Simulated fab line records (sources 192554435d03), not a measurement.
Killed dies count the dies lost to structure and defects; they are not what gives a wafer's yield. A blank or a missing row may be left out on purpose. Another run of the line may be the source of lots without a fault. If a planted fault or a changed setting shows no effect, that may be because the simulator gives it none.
Comparing a struck lot with a sound one :: flow n5Finfet :: 26 steps out of a route of 1938
Sound: wafers L588.1, L588.5, L588.6. Wafers struck: L591.2, L591.3, L591.4. At the end, the cause is stated.
At each step with rows: each side's tool, then ch and its chambers, then its first start. Under that, the readings that differ: sound wafers :: struck wafers :: difference of the means :: sigmas: that difference in standard deviations of wafers without a fault.
alike: same words and numbers on both sides, and readings whose means sit less than 2 such deviations apart. not compared: any withheld reading, any reading some wafer has no value for, any bound like >300 that may hide the same value, and any number with overlapping values for which the record gives no deviation.
A row with sigmas, a row that says differs or no value, or rows on one side alone: a step with any of these is where the two part. Numbers that have no deviation but don't overlap get no sigmas and don't part them. A reading that every wafer of one side lacks parts them only if that side has two wafers or more.

first, 11 steps without rows for these wafers: N5_SD_EPI_N_STRIP_47 (strips in CHF3/O2); N5_SD_EPI_N_SD_RECESS_17 (chemistry HBr/Cl2/O2, target depth 41 nm, time 23.7 s, bt time 3 s); N5_SD_EPI_N_STRIP_38 (strips in N2/H2); N5_SD_EPI_N_WET_ETCH_43 (etches SiO2 in dHF, time 14 s, target depth 1.5 nm); N5_SD_EPI_N_STRIP_18 (strips in SPM, time 750 s); N5_SD_EPI_N_SRD_20 (time 30 s); N5_SD_EPI_N_PRECLEAN_48 (cleans in NF3:NH3, afs cycles 2, time 20 s, sublimation time 60 s); N5_SD_EPI_N_VAPOR_ETCH_50 (etches Si in HCl, time 54 s); N5_SD_EPI_N_EPI_21 (deposits Si:P, time 690 s); N5_SD_EPI_N_PRECLEAN_24 (cleans in O3/DIW, time 60 s); N5_SD_EPI_N_SRD_25 (time 30 s).
N5_SD_EPI_N_PRECLEAN_49: cleans in NF3:NH3, afs cycles 1, time 20 s, sublimation time 60 s.
  sound on remotePlasma-01 ch 0, day 6 10:43; struck on remotePlasma-01 ch 0, day 7 00:04
then, 1 step without rows for these wafers: N5_SD_EPI_N_LINER_46 (material SiNx, target thk 3 nm).
N5_SD_EPI_N_INSPECT_26: inspects for defects (darkfield).
  sound: defectInspect-01 at day 6 11:21; struck: defectInspect-01 at day 7 00:40
reading: rawDefectCount
sound: 181 168 176
struck: 1072 1184 1088
difference: +940
sigmas: +21
then, 8 steps without rows for these wafers: N5_SD_EPI_P_COAT_34 (time 60 s, resist thk 350 nm); N5_SD_EPI_P_COAT_35 (time 60 s, resist thk 35 nm); N5_SD_EPI_P_COAT_03 (resist thk 150 nm); N5_SD_EPI_P_EBR_05; N5_SD_EPI_P_SOFTBAKE_04 (time 60 s); N5_SD_EPI_P_EXPOSE_06 (exposes mask SD P BLK, target cd 240 nm); N5_SD_EPI_P_PEB_07 (peb time 60 s); N5_SD_EPI_P_DEVELOP_08 (develop time 30 s).
N5_SD_EPI_P_INSPECT_11: inspects for defects (macro).
  sound: defectInspect-01 at day 6 11:48; struck: defectInspect-01 at day 7 01:07
reading: rawDefectCount
sound: 2 3 3
struck: >300 >300 >300
difference: differs
sigmas: 
then, 1 step without rows for these wafers: N5_SD_EPI_P_DESCUM_14 (chemistry O2, time 7.9 s).
-- here the record skips 4 days between the struck wafers' starts before and after, leaving off in module SD_EPI_P and picking up in module BEOL_M4 (first step shown: number 1111 of the route) --
N5_BEOL_M4_RC_MEAS_101:
  sound on prober-02 ch 0, day 11 04:07; struck on prober-02 ch 0, day 11 11:04
reading: SS_N (mV/dec)
sound: 70.7 70.6 71.2
struck: 72.0 71.7 72.6
difference: +1.3
sigmas: +2
  alike: DIBL_N, DIBL_P, IOFF_N, IOFF_P, ION_N, ION_P, SS_P, VT_N, VT_P
-- record jumps: 5 days separate the struck wafers' starts on either side; left off in module BEOL_M4, taken up again in module PASSIVATION, whose first shown step is the route's number 1936 --
N5_PASSIVATION_PROBE_49:
  rows exist in the record for the struck wafers here (prober-01, day 16 02:10), but not for the sound ones

## WHERE THEY PART
At N5_SD_EPI_N_INSPECT_26 first; at N5_PASSIVATION_PROBE_49 last (within this record only).

WHY: what had been put in by the simulator
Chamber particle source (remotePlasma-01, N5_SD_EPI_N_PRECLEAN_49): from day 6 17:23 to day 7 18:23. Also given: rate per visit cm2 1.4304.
